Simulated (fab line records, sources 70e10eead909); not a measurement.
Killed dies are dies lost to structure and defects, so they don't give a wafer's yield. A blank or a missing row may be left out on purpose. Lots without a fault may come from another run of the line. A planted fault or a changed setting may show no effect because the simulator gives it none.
Chamber matching | flow nand_harc | NHARC_THIN_TSV_DESCUM_14 on rie_diel-09: 4 sister chambers
The step chemistry O2, time 3 s. 14 wafers are shown with their chamber, then 7 later ones without.

WAFERS WITH THEIR CHAMBER
wafer  | chamber | showerhead_plenum_p_Torr (Torr) | oes_product_au (a.u.) | rf_vpp_V (V)
L075.1 | 2       | 2.03                            | 1.005                 | 58.0
L075.2 | 3       | 1.81                            | 0.995                 | 57.3
L075.3 | 1       | 1.89                            | 1.025                 | 58.1
L081.1 | 3       | 1.81                            | 0.998                 | 56.4
L081.3 | 1       | 1.89                            | 1.007                 | 57.4
L081.4 | 2       | 2.03                            | 1.000                 | 57.5
L083.3 | 2       | 2.03                            | 1.009                 | 59.0
L083.4 | 2       | 2.03                            | 0.999                 | 58.0
L083.6 | 0       | 1.97                            | 1.002                 | 57.7
L084.1 | 3       | 1.80                            | 0.990                 | 57.6
L084.5 | 3       | 1.80                            | 0.991                 | 57.7
L084.6 | 2       | 2.02                            | 1.001                 | 58.3
L087.3 | 2       | 2.03                            | 1.005                 | 57.7
L087.4 | 0       | 1.96                            | 0.994                 | 58.4

SIGNATURES (means of the wafers above)
reading                  | chamber 0 | chamber 1 | chamber 2 | chamber 3 | scatter within a chamber
showerhead_plenum_p_Torr | 1.9650    | 1.8900    | 2.0283    | 1.8050    | 0.00483
oes_product_au           | 0.99800   | 1.01600   | 1.00317   | 0.99350   | 0.00555
rf_vpp_V                 | 58.050    | 57.750    | 58.083    | 57.250    | 0.541
Rule: a wafer's distance from a chamber is the root of the sum, over the readings, of the square of ((its reading less the chamber's mean) divided by the reading's scatter). The wafer belongs to the nearest chamber; if the next one is less than 2 further off, it can't be placed. The scatter: the root of (the sum of the squares of (reading less its chamber's mean) over the shown wafers, divided by (wafers less chambers)).

WAFERS WITHOUT THEIR CHAMBER
wafer  | showerhead_plenum_p_Torr (Torr) | oes_product_au (a.u.) | rf_vpp_V (V)
L087.5 | 2.03                            | 0.998                 | 57.5
L091.1 | 1.89                            | 1.008                 | 58.0
L091.5 | 1.89                            | 1.007                 | 57.1
L091.6 | 1.96                            | 1.007                 | 56.7
L095.1 | 1.80                            | 1.001                 | 57.6
L095.2 | 1.89                            | 1.014                 | 58.7
L095.3 | 1.96                            | 1.009                 | 58.7

WHICH CHAMBER EACH WENT THROUGH
wafer  | from the rows above | in truth
L087.5 | 2                   | 2
L091.1 | 1                   | 1
L091.5 | 1                   | 1
L091.6 | 0                   | 0
L095.1 | 3                   | 3
L095.2 | 1                   | 1
L095.3 | 0                   | 0
Placed correctly: 7 of 7. Can't be placed from these rows: 0. Placed wrongly: 0.
